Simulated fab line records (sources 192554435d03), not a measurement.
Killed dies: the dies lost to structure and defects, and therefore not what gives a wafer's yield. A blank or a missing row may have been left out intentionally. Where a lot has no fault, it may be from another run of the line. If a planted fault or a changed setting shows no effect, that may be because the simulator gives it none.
Lot-split experiment || flow n5_finfet || 7 lots, 21 wafers read, on a route of 1938 steps

== SPLIT DETAILS ==
At N5_BEOL_M4_COAT_05 (resist thk 30 nm), the setting spin_rpm was moved away from the recipe's 1500 rpm on 8 of the 21 wafers read, by -9.5% to +7.0%. All remaining wafers had this setting at the recipe value.

== FROM THE SPLIT TO THE READING: what the file shows between them, 4 steps ==
- N5_BEOL_M4_EBR_07
- N5_BEOL_M4_SOFTBAKE_06: time 60 s
- N5_BEOL_M4_EXPOSE_08: exposes mask M4
- N5_BEOL_M4_PEB_09: peb time 60 s

== THE READING ==
CAR-EUV_of_BEOL_M4_COAT_05.thk_nm (the simulator's own value, which no gauge read), in nm, at N5_BEOL_M4_DEVELOP_10 (develop time 30 s). No usual value for it is given in the file. Average 29.6 nm, standard deviation 0.13 nm, over the 13 wafers here run with the recipe.

{"wafer": "L078.4", "tool, chamber at the split": "litho_track-05, 0", "spin_rpm as run, rpm": 1357, "against the recipe": "-9.5%", "CAR-EUV_of_BEOL_M4_COAT_05.thk_nm, nm": 31.2, "against lot-mates on the recipe": "+1.6"}
{"wafer": "L078.6", "tool, chamber at the split": "litho_track-05, 0", "spin_rpm as run, rpm": 1357, "against the recipe": "-9.5%", "CAR-EUV_of_BEOL_M4_COAT_05.thk_nm, nm": 31.2, "against lot-mates on the recipe": "+1.6"}
{"wafer": "L078.5", "tool, chamber at the split": "litho_track-05, 0", "spin_rpm as run, rpm": 1500, "against the recipe": "recipe", "CAR-EUV_of_BEOL_M4_COAT_05.thk_nm, nm": 29.6, "against lot-mates on the recipe": "-"}
{"wafer": "L080.1", "tool, chamber at the split": "litho_track-03, 0", "spin_rpm as run, rpm": 1500, "against the recipe": "recipe", "CAR-EUV_of_BEOL_M4_COAT_05.thk_nm, nm": 29.4, "against lot-mates on the recipe": "-"}
{"wafer": "L080.2", "tool, chamber at the split": "litho_track-03, 0", "spin_rpm as run, rpm": 1412, "against the recipe": "-5.9%", "CAR-EUV_of_BEOL_M4_COAT_05.thk_nm, nm": 30.4, "against lot-mates on the recipe": "+0.9"}
{"wafer": "L080.6", "tool, chamber at the split": "litho_track-03, 0", "spin_rpm as run, rpm": 1500, "against the recipe": "recipe", "CAR-EUV_of_BEOL_M4_COAT_05.thk_nm, nm": 29.6, "against lot-mates on the recipe": "-"}
{"wafer": "L081.1", "tool, chamber at the split": "litho_track-03, 0", "spin_rpm as run, rpm": 1500, "against the recipe": "recipe", "CAR-EUV_of_BEOL_M4_COAT_05.thk_nm, nm": 29.6, "against lot-mates on the recipe": "-"}
{"wafer": "L081.3", "tool, chamber at the split": "litho_track-03, 0", "spin_rpm as run, rpm": 1370, "against the recipe": "-8.7%", "CAR-EUV_of_BEOL_M4_COAT_05.thk_nm, nm": 31, "against lot-mates on the recipe": "+1.4"}
{"wafer": "L081.5", "tool, chamber at the split": "litho_track-03, 0", "spin_rpm as run, rpm": 1370, "against the recipe": "-8.7%", "CAR-EUV_of_BEOL_M4_COAT_05.thk_nm, nm": 31, "against lot-mates on the recipe": "+1.4"}
{"wafer": "L083.1", "tool, chamber at the split": "litho_track-03, 0", "spin_rpm as run, rpm": 1500, "against the recipe": "recipe", "CAR-EUV_of_BEOL_M4_COAT_05.thk_nm, nm": 29.4, "against lot-mates on the recipe": "-"}
{"wafer": "L083.2", "tool, chamber at the split": "litho_track-03, 0", "spin_rpm as run, rpm": 1500, "against the recipe": "recipe", "CAR-EUV_of_BEOL_M4_COAT_05.thk_nm, nm": 29.4, "against lot-mates on the recipe": "-"}
{"wafer": "L083.4", "tool, chamber at the split": "litho_track-03, 0", "spin_rpm as run, rpm": 1500, "against the recipe": "recipe", "CAR-EUV_of_BEOL_M4_COAT_05.thk_nm, nm": 29.4, "against lot-mates on the recipe": "-"}
{"wafer": "L084.2", "tool, chamber at the split": "litho_track-04, 0", "spin_rpm as run, rpm": 1500, "against the recipe": "recipe", "CAR-EUV_of_BEOL_M4_COAT_05.thk_nm, nm": 29.6, "against lot-mates on the recipe": "-"}
{"wafer": "L084.5", "tool, chamber at the split": "litho_track-04, 0", "spin_rpm as run, rpm": 1500, "against the recipe": "recipe", "CAR-EUV_of_BEOL_M4_COAT_05.thk_nm, nm": 29.6, "against lot-mates on the recipe": "-"}
{"wafer": "L084.6", "tool, chamber at the split": "litho_track-04, 0", "spin_rpm as run, rpm": 1500, "against the recipe": "recipe", "CAR-EUV_of_BEOL_M4_COAT_05.thk_nm, nm": 29.6, "against lot-mates on the recipe": "-"}
{"wafer": "L088.1", "tool, chamber at the split": "litho_track-05, 0", "spin_rpm as run, rpm": 1605, "against the recipe": "+7.0%", "CAR-EUV_of_BEOL_M4_COAT_05.thk_nm, nm": 28.6, "against lot-mates on the recipe": -1.0}
{"wafer": "L088.3", "tool, chamber at the split": "litho_track-05, 0", "spin_rpm as run, rpm": 1605, "against the recipe": "+7.0%", "CAR-EUV_of_BEOL_M4_COAT_05.thk_nm, nm": 28.6, "against lot-mates on the recipe": -1.0}
{"wafer": "L088.4", "tool, chamber at the split": "litho_track-05, 0", "spin_rpm as run, rpm": 1500, "against the recipe": "recipe", "CAR-EUV_of_BEOL_M4_COAT_05.thk_nm, nm": 29.6, "against lot-mates on the recipe": "-"}
{"wafer": "L091.1", "tool, chamber at the split": "litho_track-04, 0", "spin_rpm as run, rpm": 1500, "against the recipe": "recipe", "CAR-EUV_of_BEOL_M4_COAT_05.thk_nm, nm": 29.8, "against lot-mates on the recipe": "-"}
{"wafer": "L091.6", "tool, chamber at the split": "litho_track-04, 0", "spin_rpm as run, rpm": 1500, "against the recipe": "recipe", "CAR-EUV_of_BEOL_M4_COAT_05.thk_nm, nm": 29.8, "against lot-mates on the recipe": "-"}
{"wafer": "L091.4", "tool, chamber at the split": "litho_track-04, 0", "spin_rpm as run, rpm": 1422, "against the recipe": "-5.2%", "CAR-EUV_of_BEOL_M4_COAT_05.thk_nm, nm": 30.6, "against lot-mates on the recipe": "+0.8"}

THE FIT
A straight line over all 21 wafers: CAR-EUV_of_BEOL_M4_COAT_05.thk_nm changes by -0.16 nm for each +1% of spin_rpm; r = -0.99; the points scatter about the line by 0.13 nm.
The same after taking each lot's own level away (the mean of its wafers on the recipe; 21 wafers): -0.158 nm for each +1%; r = -1.00; scatter 0.054 nm.
The reading moves by 1.5 nm for the largest change in spin_rpm, on that fit.
The lots' own levels span 29.40 to 29.80 nm, that is 3.0 times the standard deviation above.
Hence the lot-to-lot level has little effect on the slope; both slopes agree.
Check: with one of the wafers moved furthest among these (-9.5%) left out of the fit, the line predicts +1.51 nm for it against its lot-mates. Against them it came out at +1.6 nm.

== OTHER SPLITS ON THESE WAFERS ==
Before the reading, these wafers also passed through other splits. Each is held against what the fit with the lots' levels taken away leaves over:
{"other split on the same wafers": "N5_BEOL_M2_COAT_73 spin_rpm", "wafers away from the commonest value": 6, "r with CAR-EUV_of_BEOL_M4_COAT_05.thk_nm (lot level and that fit taken away)": "+0.00"}
{"other split on the same wafers": "N5_BEOL_M3_EXPOSE_25 dose_mj", "wafers away from the commonest value": 7, "r with CAR-EUV_of_BEOL_M4_COAT_05.thk_nm (lot level and that fit taken away)": -0.16}

== THE WHOLE CHAIN: every reading that the file lists as answering this split, in the file's order ==
{"step": "N5_BEOL_M4_COAT_05", "what it does": "resist thk 30 nm", "reading": "CAR-EUV_of_BEOL_M4_COAT_05.thk_nm (the simulator's own value, which no gauge read)", "change (the file's fit)": "-0.154 nm for each +1% of the setting", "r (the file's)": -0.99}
{"step": "N5_BEOL_M4_DEVELOP_10", "what it does": "develop time 30 s", "reading": "CAR-EUV_of_BEOL_M4_COAT_05.thk_nm (the simulator's own value, which no gauge read)", "change (the file's fit)": "-0.159 nm for each +1% of the setting", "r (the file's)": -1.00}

== FILE'S OWN FIT ==
CAR-EUV_of_BEOL_M4_COAT_05.thk_nm changes by -0.159 nm for each +1% of spin_rpm, r = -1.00.
